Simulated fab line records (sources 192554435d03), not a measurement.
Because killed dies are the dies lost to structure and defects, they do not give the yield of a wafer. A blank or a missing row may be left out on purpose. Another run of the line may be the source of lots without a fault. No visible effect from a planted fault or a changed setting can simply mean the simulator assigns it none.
Which tool did it? + flow n5Finfet + 9 lots, 27 wafers sampled, at 5 steps of a route of 1938

== WHAT THE GAUGES SHOWED, per wafer ==
N5_STI_FIN_REVEAL_INSPECT_13: inspects for defects (darkfield). Usual: rawDefectCount at 11, with a standard deviation of 5.7.
| lot  | measured    | on               | rawDefectCount | flag |
|------|-------------|------------------|----------------|------|
| L375 | day 3 18:19 | defectInspect-02 | 15 12 13       |      |
| L376 | day 4 00:02 | defectInspect-02 | 5 10 12        |      |
| L377 | day 4 06:03 | defectInspect-02 | 7 7 4          |      |
| L378 | day 4 14:05 | defectInspect-02 | 14 5 6         |      |
| L379 | day 4 18:28 | defectInspect-01 | 5 5 8          |      |
| L389 | day 7 10:03 | defectInspect-02 | 11 10 11       |      |
| L390 | day 7 15:18 | defectInspect-02 | 10 10 22       |      |
| L391 | day 7 21:17 | defectInspect-01 | 6 11 10        |      |
| L392 | day 8 03:31 | defectInspect-01 | 29 16 12       |      |

N5_BEOL_M4_RC_MEAS_101. Usual: DIBL_N 36.0 mV/V, standard deviation 1.7; DIBL_P 36.2 mV/V, standard deviation 1.9; IOFF_N 0.154 nA/um, standard deviation 0.028; IOFF_P 0.21 nA/um, standard deviation 0.036; ION_N 675 uA/um, standard deviation 11; ION_P 463 uA/um, standard deviation 8.3; SS_N 71.4 mV/dec, standard deviation 0.63; SS_P 73.2 mV/dec, standard deviation 0.55; VT_N 250.2 mV, standard deviation 3; VT_P -251 mV, standard deviation 3.7.
| lot  | measured     | on        | DIBL_N (mV/V)  | DIBL_P (mV/V)  | IOFF_N (nA/um)    | IOFF_P (nA/um) | ION_N (uA/um) | ION_P (uA/um) | SS_N (mV/dec)  | SS_P (mV/dec)  | VT_N (mV)         | VT_P (mV)      | flag |
|------|--------------|-----------|----------------|----------------|-------------------|----------------|---------------|---------------|----------------|----------------|-------------------|----------------|------|
| L375 | day 11 22:34 | prober-01 | 38.5 34.9 37.2 | 40.8 36.2 39.1 | 0.191 0.124 0.178 | 0.23 0.17 0.20 | 689 654 700   | 469 455 465   | 71.7 71.2 71.2 | 73.7 73.0 74.1 | 247.8 255.7 246.3 | -248 -254 -252 |      |
| L376 | day 12 00:50 | prober-02 | 34.7 35.7 35.7 | 35.6 36.4 36.5 | 0.134 0.155 0.146 | 0.18 0.20 0.19 | 666 679 674   | 460 461 465   | 71.4 71.4 71.2 | 72.7 72.8 72.5 | 252.2 248.9 249.6 | -252 -251 -251 |      |
| L377 | day 12 05:21 | prober-01 | 36.9 35.5 36.7 | 37.4 35.5 36.4 | 0.154 0.126 0.142 | 0.20 0.18 0.18 | 673 660 670   | 455 455 455   | 71.7 72.1 71.4 | 73.4 72.6 73.1 | 252.1 252.8 250.3 | -252 -252 -254 |      |
| L378 | day 12 12:19 | prober-01 | 32.5 35.8 33.1 | 32.9 37.7 34.8 | 0.102 0.158 0.113 | 0.15 0.21 0.17 | 657 673 662   | 452 465 463   | 70.8 71.1 70.6 | 71.7 73.0 72.3 | 255.7 249.3 252.1 | -254 -248 -254 |      |
| L379 | day 12 18:04 | prober-02 | 35.3 37.6 35.9 | 34.8 36.5 35.5 | 0.139 0.168 0.142 | 0.19 0.21 0.19 | 680 674 670   | 463 459 453   | 71.2 72.3 71.2 | 73.5 73.3 73.5 | 248.6 250.2 251.0 | -253 -250 -254 |      |
| L389 | day 15 04:00 | prober-01 | 35.2 33.8 36.6 | 32.4 32.5 35.7 | 0.128 0.107 0.150 | 0.17 0.17 0.22 | 662 669 673   | 459 462 466   | 70.8 70.2 71.1 | 72.1 72.8 72.9 | 256.1 258.0 251.3 | -253 -255 -248 |      |
| L390 | day 15 06:22 | prober-01 | 35.8 36.0 39.1 | 35.9 36.7 38.8 | 0.150 0.158 0.214 | 0.18 0.20 0.23 | 663 665 697   | 453 462 468   | 71.1 71.2 71.9 | 72.5 72.8 73.2 | 251.4 247.5 244.7 | -251 -249 -251 |      |
| L391 | day 15 06:41 | prober-02 | 37.4 37.1 34.3 | 39.0 37.7 34.6 | 0.203 0.182 0.134 | 0.29 0.27 0.21 | 690 676 668   | 476 471 466   | 71.6 71.2 70.7 | 74.1 73.0 72.8 | 243.0 246.8 252.2 | -243 -244 -243 |      |
| L392 | day 15 08:19 | prober-01 | 36.7 37.2 36.0 | 35.6 37.2 34.8 | 0.158 0.174 0.164 | 0.24 0.26 0.23 | 666 677 686   | 465 471 477   | 71.5 71.2 71.5 | 73.4 73.7 73.0 | 252.7 247.7 248.4 | -247 -243 -247 |      |

== EACH LOT AND THE TOOL THAT RAN IT (in order: tool; ch and the chambers of the sampled wafers; start) ==
| lot  | N5_STI_FIN_REVEAL_STRIP_24       | N5_STI_FIN_REVEAL_ETCH_34      | N5_DUMMY_GATE_COAT_28           |
|------|----------------------------------|--------------------------------|---------------------------------|
| L375 | rieDiel-05 ch 1,2,3, day 3 15:17 | rieSi-05 ch 0,1,2, day 3 17:37 | lithoTrack-02 ch 0, day 4 11:04 |
| L376 | rieDiel-03 ch 0,1, day 3 21:00   | rieSi-05 ch 0,1, day 3 23:20   | lithoTrack-02 ch 0, day 4 09:45 |
| L377 | rieDiel-03 ch 1,3, day 4 03:02   | rieSi-05 ch 0,2,3, day 4 05:21 | lithoTrack-02 ch 0, day 4 17:40 |
| L378 | rieDiel-05 ch 0,1,2, day 4 10:53 | rieSi-03 ch 0,1,3, day 4 13:12 | lithoTrack-02 ch 0, day 5 00:08 |
| L379 | rieDiel-01 ch 1,2, day 4 15:28   | rieSi-05 ch 0,2,3, day 4 17:46 | lithoTrack-02 ch 0, day 5 02:41 |
| L389 | rieDiel-01 ch 0,1,3, day 7 07:00 | rieSi-03 ch 0,1,2, day 7 09:21 | lithoTrack-05 ch 0, day 7 20:05 |
| L390 | rieDiel-03 ch 0,2,3, day 7 12:15 | rieSi-03 ch 0,1, day 7 14:36   | lithoTrack-05 ch 0, day 7 23:31 |
| L391 | rieDiel-03 ch 0,1,3, day 7 18:16 | rieSi-01 ch 0,2,3, day 7 20:35 | lithoTrack-01 ch 0, day 8 06:26 |
| L392 | rieDiel-01 ch 0,1,2, day 8 00:31 | rieSi-03 ch 0,2, day 8 02:49   | lithoTrack-02 ch 0, day 8 11:44 |
- N5_STI_FIN_REVEAL_STRIP_24: strips in N2/H2, time 90 s.
- N5_STI_FIN_REVEAL_ETCH_34: etches Si in H2, material Si, target depth 0.97 nm.
- N5_DUMMY_GATE_COAT_28: time 60 s, resist thk 10 nm.

== WHAT THE TOOLS THEMSELVES READ (means of the sampled wafers that have a number; where no wafer has one, the mark that the record gives instead) ==
N5_STI_FIN_REVEAL_STRIP_24. Usual: value, then standard deviation, for each; chamberPressureMTorr 100.00 mTorr / 0.083; drypumpMotorCurrentA 5.9 A / 0.5; oesProductAu 0.81 a.u. / 0.09; rfVppV 45.4 V / 0.92; showerheadPlenumPTorr 3.37 Torr / 0.12; tempC 40.01 C / 0.1; throttleValvePct 12.16 % / 0.24.
| lot  | tool       | chamberPressureMTorr (mTorr) | drypumpMotorCurrentA (A) | oesProductAu (a.u.) | rfVppV (V) | showerheadPlenumPTorr (Torr) | tempC (C) | throttleValvePct (%) | flag |
|------|------------|------------------------------|--------------------------|---------------------|------------|------------------------------|-----------|----------------------|------|
| L375 | rieDiel-05 | 100.04                       | 5.8                      | 0.72                | 45.6       | 3.38                         | 39.96     | 12.34                |      |
| L376 | rieDiel-03 | 99.98                        | 6.2                      | 0.92                | 45.3       | 3.36                         | 40.06     | 12.06                |      |
| L377 | rieDiel-03 | 99.93                        | 6.2                      | 0.87                | 45.8       | 3.47                         | 40.19     | 12.11                |      |
| L378 | rieDiel-05 | 100.03                       | 5.7                      | 0.79                | 45.3       | 3.42                         | 39.97     | 12.23                |      |
| L379 | rieDiel-01 | 99.98                        | 5.7                      | 0.80                | 46.4       | 3.45                         | 39.97     | 12.14                |      |
| L389 | rieDiel-01 | 100.03                       | 5.9                      | 0.81                | 44.2       | 3.22                         | 39.93     | 12.02                |      |
| L390 | rieDiel-03 | 100.00                       | 6.1                      | 0.79                | 45.7       | 3.40                         | 40.01     | 12.40                |      |
| L391 | rieDiel-03 | 100.05                       | 6.0                      | 0.80                | 44.6       | 3.40                         | 39.98     | 12.32                |      |
| L392 | rieDiel-01 | 100.00                       | 6.0                      | 0.77                | 45.5       | 3.35                         | 39.98     | 12.17                |      |

N5_STI_FIN_REVEAL_ETCH_34. Usual: chamberPressureMTorr 4.500 mTorr, standard deviation 0.0046; drypumpMotorCurrentA 5.7 A, standard deviation 0.53; heBacksideLeakSccm 2.7 sccm, standard deviation 0.31; oesProductAu 1.001 a.u., standard deviation 0.012; tempC 20.00 C, standard deviation 0.11; throttleValvePct 25.6 %, standard deviation 0.42.
| lot  | tool     | chamberPressureMTorr (mTorr) | drypumpMotorCurrentA (A) | heBacksideLeakSccm (sccm) | oesProductAu (a.u.) | tempC (C) | throttleValvePct (%) | flag |
|------|----------|------------------------------|--------------------------|---------------------------|---------------------|-----------|----------------------|------|
| L375 | rieSi-05 | 4.500                        | 5.7                      | 2.9                       | 1.000               | 19.94     | 25.5                 |      |
| L376 | rieSi-05 | 4.502                        | 5.9                      | 2.6                       | 0.998               | 19.99     | 25.4                 |      |
| L377 | rieSi-05 | 4.502                        | 6.0                      | 2.8                       | 1.006               | 20.02     | 25.7                 |      |
| L378 | rieSi-03 | 4.502                        | 5.7                      | 2.4                       | 0.995               | 20.11     | 25.8                 |      |
| L379 | rieSi-05 | 4.503                        | 5.9                      | 2.8                       | 1.006               | 19.91     | 25.8                 |      |
| L389 | rieSi-03 | 4.499                        | 5.7                      | 2.5                       | 1.004               | 20.00     | 25.5                 |      |
| L390 | rieSi-03 | 4.499                        | 5.9                      | 2.5                       | 0.990               | 19.87     | 25.4                 |      |
| L391 | rieSi-01 | 4.499                        | 6.0                      | 2.9                       | 1.001               | 19.99     | 25.4                 |      |
| L392 | rieSi-03 | 4.499                        | 5.5                      | 2.6                       | 1.005               | 19.86     | 25.6                 |      |

N5_DUMMY_GATE_COAT_28. Usual: spinSpeedRpm at 1500.0 rpm, with a standard deviation of 1.
| lot  | tool          | spinSpeedRpm (rpm) | flag |
|------|---------------|--------------------|------|
| L375 | lithoTrack-02 | 1499.9             |      |
| L376 | lithoTrack-02 | 1500.3             |      |
| L377 | lithoTrack-02 | 1344.6             | OFF  |
| L378 | lithoTrack-02 | 1345.1             | OFF  |
| L379 | lithoTrack-02 | 1345.8             | OFF  |
| L389 | lithoTrack-05 | 1501.2             |      |
| L390 | lithoTrack-05 | 1500.6             |      |
| L391 | lithoTrack-01 | 1501.2             |      |
| L392 | lithoTrack-02 | 1500.6             |      |

== THE ANSWER, worked out from the rows above alone ==
Rule: a lot counts as off when the mean over its wafers that have a number is more than 3 standard deviations away from the usual mean. Also off: a lot with no number at a reading for which 4 or more lots have one. Where the step has rows for the other lots, those lots are counted as sound. Order of review: gauges by route order, followed by the tools' own readings, for which a lot's mean as printed above is used. At the first step where some lot is off, the reading lying furthest off is the one used; lots without a number count as furthest.
Off, at N5_DUMMY_GATE_COAT_28 on spinSpeedRpm: L377, L378, L379.
A tool fits if, at that step or a process step before it, it ran every lot that is off, and no sound lot after the first of them. No candidate that was tried fits.

== WHAT THE SIMULATOR HAD INSERTED ==
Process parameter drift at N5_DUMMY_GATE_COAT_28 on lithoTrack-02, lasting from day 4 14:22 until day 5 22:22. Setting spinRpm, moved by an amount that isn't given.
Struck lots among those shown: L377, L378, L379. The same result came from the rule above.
